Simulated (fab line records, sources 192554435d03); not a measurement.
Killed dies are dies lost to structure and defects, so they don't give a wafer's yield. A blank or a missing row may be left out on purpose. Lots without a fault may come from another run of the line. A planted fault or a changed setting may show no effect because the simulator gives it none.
A struck lot beside a sound one | flow n5_finfet | 36 steps out of a route of 1938
Sound: wafers L585.1, L585.4, L585.5. Struck: wafer L595.1. (L595.2, L595.5 of the same lot were not struck and are left out.) The cause comes at the end.
At each step with rows: each side's tool, then ch and its chambers, then its first start. Under that, the readings that differ: sound wafers | struck wafers | difference of the means | sigmas: that difference in standard deviations of wafers without a fault.
alike: readings whose means differ by less than 2 such deviations, and words and numbers that are the same on both sides. not compared: withheld readings, readings that some wafer has no value for, bounds like >300 that may hide the same value, and numbers for which the record gives no deviation and whose values overlap.
The two part at a step that has a row with sigmas, a row that says differs or no value, or rows on one side only. Numbers that don't overlap but have no deviation are shown without sigmas and don't part them. A reading that every wafer of one side lacks parts them only if that side has two wafers or more.

first, 9 steps without rows for these wafers: N5_BEOL_M12_PRE_CLEAN_42 (time 30 s); N5_BEOL_M12_SPUTTER_43 (material TaN, target thk 15 nm, time 24.19 s); N5_BEOL_M12_SPUTTER_44 (material Ta, target thk 10 nm, time 16.13 s); N5_BEOL_M12_SPUTTER_45 (material Cu, target thk 80 nm, time 13.33 s); N5_BEOL_M12_ECD_47 (material Cu, target thk 720 nm); N5_BEOL_M12_ANNEAL_48 (time 90 s); N5_BEOL_M12_CMP_49 (polishes, stops on SiOC, t overpolish 20.6 s, target thk 320 nm); N5_BEOL_M12_PRE_CLEAN_52 (time 15 s); N5_BEOL_M12_DEP_53 (deposits SiCN from 3MS/NH3, target thk 30 nm, time 10.5 s).
N5_BEOL_M13_ILD_DEP_00: deposits SiOC from DEMS/O2, target thk 837.92 nm, time 166.4 s.
  sound on pecvd-04 ch 0,1, day 11 05:34; struck on pecvd-04 ch 1, day 13 15:38
  reading                                       | sound           | struck | difference | sigmas
  model.SiOC_of_BEOL_M13_ILD_DEP_00.thk_nm (nm) | 834.6 837.8 855 | 686.2  | -156.3     |
  alike: chamber_pressure_Torr, heater_power_w, showerhead_plenum_p_Torr, throttle_valve_pct
  not compared: since_wet_clean_h
N5_BEOL_M13_THK_MEAS_01:
  sound on film_metro-02, day 11 05:43; struck on film_metro-02, day 13 15:47
  reading          | sound       | struck | difference | sigmas
  M13_ILD_THK (nm) | 834 838 855 | 687    | -155       | -16
then, 10 steps without rows for these wafers: N5_BEOL_M13_COAT_58 (time 60 s, resist thk 89 nm); N5_BEOL_M13_COAT_04 (resist thk 400 nm); N5_BEOL_M13_EBR_06; N5_BEOL_M13_SOFTBAKE_05 (time 60 s); N5_BEOL_M13_EXPOSE_07 (exposes mask V12); N5_BEOL_M13_PEB_08 (peb time 90 s); N5_BEOL_M13_DEVELOP_09 (develop time 45 s); N5_BEOL_M13_HARDBAKE_14 (time 120 s); N5_BEOL_M13_DESCUM_15 (chemistry O2, time 7.9 s); N5_BEOL_M13_ETCH_59 (etches BARC in N2/H2, target depth 89 nm, overetch 26.7 nm, time 67.9 s).
N5_BEOL_M13_VIA_ETCH_16: etches SiOC in C4F8/O2/Ar, target depth 921.7 nm.
  sound on rie_diel-03 ch 0,1, day 11 06:12; struck on rie_diel-01 ch 0, day 13 16:29
  reading                                    | sound             | struck | difference | sigmas
  oes_product_au (a.u.)                      | 0.86 0.80 0.87    | 0.67   | -0.17      | -2
  throttle_valve_pct (%)                     | 23.74 23.93 23.75 | 24.57  | +0.76      | +3
  model.etch.depth_nm (nm)                   | 834.6 837.8 855   | 686.2  | -156.3     |
  model.coat_of_BEOL_M13_COAT_04.thk_nm (nm) | 69.6 72.2 65.8    | 113    | +44        |
  alike: chamber_pressure_mTorr, drypump_motor_current_A, rf_vpp_V, showerhead_plenum_p_Torr
N5_BEOL_M13_STRIP_63: strips in N2/H2.
  sound on plasma_asher-02 ch 1, day 11 06:26; struck on plasma_asher-01 ch 0, day 13 16:43
  reading                      | sound          | struck | difference | sigmas
  strip_time_to_endpoint_s (s) | 27.6 28.3 26.5 | 39.8   | +12.3      | +12
  alike: chamber_pressure_mTorr, drypump_motor_current_A, heater_power_w, oes_product_au
  not compared: rf_hours_counter_h
then, 12 steps without rows for these wafers: N5_BEOL_M13_STRIP_64 (strips in N2/H2); N5_BEOL_M13_STRIP_71 (strips in post etch residue remover, time 60 s); N5_BEOL_M13_SRD_72 (time 30 s, dry time 30 s); N5_BEOL_M13_COAT_65 (time 60 s, resist thk 350 nm); N5_BEOL_M13_COAT_66 (time 60 s, resist thk 110 nm); N5_BEOL_M13_COAT_22 (resist thk 300 nm); N5_BEOL_M13_EBR_24; N5_BEOL_M13_SOFTBAKE_23 (time 60 s); N5_BEOL_M13_EXPOSE_25 (exposes mask M13, target cd 210 nm); N5_BEOL_M13_PEB_26 (peb time 90 s); N5_BEOL_M13_DEVELOP_27 (develop time 45 s); N5_BEOL_M13_HARDBAKE_32 (time 120 s).
N5_BEOL_M13_CMP_49: polishes, stops on SiOC, t overpolish 17.1 s, target thk 420 nm.
  sound on cmp-02 ch 0,1, day 11 12:59; struck on cmp-04 ch 3, day 13 19:32
  reading                                       | sound           | struck | difference | sigmas
  model.SiOC_of_BEOL_M13_ILD_DEP_00.thk_nm (nm) | 775.2 781 795.8 | 629.6  | -154.4     |
  alike: motor_current_A, platen_rpm

WHERE THEY PART
First at N5_BEOL_M13_THK_MEAS_01; last, within this record, at N5_BEOL_M13_STRIP_63. Later steps at which nothing parts them and some readings are alike: N5_BEOL_M13_CMP_49.

WHY: what the simulator had put in
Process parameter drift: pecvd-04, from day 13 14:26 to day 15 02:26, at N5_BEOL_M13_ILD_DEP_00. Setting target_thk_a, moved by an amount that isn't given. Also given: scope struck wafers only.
